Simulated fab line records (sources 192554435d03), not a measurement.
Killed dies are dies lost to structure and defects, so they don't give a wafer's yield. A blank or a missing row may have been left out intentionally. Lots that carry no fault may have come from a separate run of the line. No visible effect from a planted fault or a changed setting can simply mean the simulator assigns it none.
Matching of chambers | flow n5-finfet | N5_BEOL_M4_ALD_98 on ald-sin-04: 4 sister chambers
The step deposits SiO2, target thk 2.5 nm, pulse time 1 s, co reactant pulse time 1 s. 16 wafers are shown with their chamber, then 8 later ones without.

== WAFERS WITH THEIR CHAMBER ==
wafer  | chamber | heater-power-w (W) | precursor-pulse-height-rel
L074.2 | 2       | 86                 | 0.994
L074.3 | 0       | 91                 | 1.015
L074.6 | 2       | 88                 | 1.013
L075.1 | 0       | 90                 | 1.005
L075.2 | 2       | 85                 | 0.965
L075.3 | 3       | 67                 | 1.000
L081.2 | 2       | 80                 | 0.976
L081.3 | 3       | 60                 | 0.986
L081.6 | 3       | 62                 | 1.008
L083.3 | 2       | 79                 | 0.990
L083.5 | 1       | 65                 | 1.000
L083.6 | 0       | 89                 | 0.983
L089.1 | 2       | 76                 | 1.010
L089.5 | 2       | 78                 | 1.032
L089.6 | 1       | 67                 | 0.987
L094.1 | 2       | 78                 | 0.993

SIGNATURES (means of the wafers above)
reading                    | chamber 0 | chamber 1 | chamber 2 | chamber 3 | scatter within a chamber
heater-power-w             | 90.00     | 66.00     | 81.25     | 63.00     | 3.74
precursor-pulse-height-rel | 1.00100   | 0.99350   | 0.99662   | 0.99800   | 0.0184
Rule: a wafer's distance from a chamber is the root of the sum, over the readings, of the square of ((its reading less the chamber's mean) divided by the reading's scatter). If the next closest chamber is less than 2 further off than the closest, the wafer can't be placed; otherwise it belongs to the closest. How the scatter is found: for the shown wafers, subtract from each reading the mean of its chamber, square and add these, divide the total by (wafers less chambers), then take the root.

== WAFERS WHOSE CHAMBER IS MISSING ==
wafer  | heater-power-w (W) | precursor-pulse-height-rel
L094.4 | 65                 | 0.995
L094.5 | 87                 | 1.012
L095.2 | 67                 | 1.015
L095.4 | 91                 | 1.056
L095.6 | 61                 | 1.023
L097.1 | 88                 | 0.994
L097.3 | 66                 | 1.009
L097.5 | 90                 | 0.982

== CHAMBER TAKEN BY EACH ==
wafer  | from the rows above     | in truth
L094.4 | can't be placed: 1 or 3 | 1
L094.5 | can't be placed: 0 or 2 | 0
L095.2 | can't be placed: 1 or 3 | 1
L095.4 | can't be placed: 0 or 2 | 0
L095.6 | can't be placed: 3 or 1 | 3
L097.1 | can't be placed: 0 or 2 | 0
L097.3 | can't be placed: 1 or 3 | 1
L097.5 | can't be placed: 0 or 2 | 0
Correctly placed: 0 of 8. Can't be placed from these rows: 8 (the true chamber is among the candidates in 8). 0 placed wrongly.
